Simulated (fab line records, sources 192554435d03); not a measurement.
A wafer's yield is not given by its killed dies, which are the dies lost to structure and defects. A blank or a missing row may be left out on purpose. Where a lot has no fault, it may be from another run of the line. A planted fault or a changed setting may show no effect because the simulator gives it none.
Chamber matching | flow n5 finfet | pecvd-04 running N5_BEOL_M10_DEP_56: 3 sister chambers
The step deposits SiCN from 3MS/NH3, target thk 15 nm, time 26.5 s. 6 wafers are shown with their chamber, then 10 later ones without.

== WAFERS PAIRED WITH THEIR CHAMBERS ==
wafer  | chamber | showerhead vpp V (V) | throttle valve pct (%)
L076.4 | 1       | 842                  | 8.8
L083.6 | 1       | 871                  | 8.8
L089.6 | 2       | 902                  | 8.2
L090.5 | 0       | 903                  | 8.5
L093.1 | 0       | 914                  | 8.8
L093.2 | 2       | 917                  | 7.7

== WAFERS MISSING THEIR CHAMBER ==
wafer  | showerhead vpp V (V) | throttle valve pct (%)
L093.3 | 912                  | 8.6
L093.4 | 912                  | 8.2
L093.5 | 900                  | 8.5
L093.6 | 923                  | 8.9
L094.2 | 903                  | 8.6
L094.3 | 857                  | 8.7
L094.5 | 861                  | 9.0
L097.1 | 912                  | 8.7
L097.3 | 862                  | 9.1
L097.5 | 910                  | 8.3

== THE CHAMBER EACH PASSED THROUGH ==
wafer  | from the rows above     | in truth
L093.3 | 0                       | 0
L093.4 | can't be placed: 2 or 0 | 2
L093.5 | can't be placed: 0 or 2 | 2
L093.6 | 0                       | 0
L094.2 | 0                       | 0
L094.3 | 1                       | 1
L094.5 | 1                       | 1
L097.1 | 0                       | 0
L097.3 | 1                       | 1
L097.5 | can't be placed: 2 or 0 | 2
7 of 10 placed correctly. Not placeable from these rows: 3 (in 3, the candidates include the true chamber). Number placed wrongly: 0.
How it was worked out, from the rows above alone: a wafer's distance from a chamber is the root of the sum, over the readings, of the square of ((its reading less the chamber's mean) divided by the reading's scatter). If the next closest chamber is less than 2 further off than the closest, the wafer can't be placed; otherwise it belongs to the closest. For every chamber, the mean is computed from those of its wafers that are shown. The scatter: take each reading less its chamber's mean, square it, sum over the shown wafers, divide by the number of wafers less the number of chambers, and take the root.
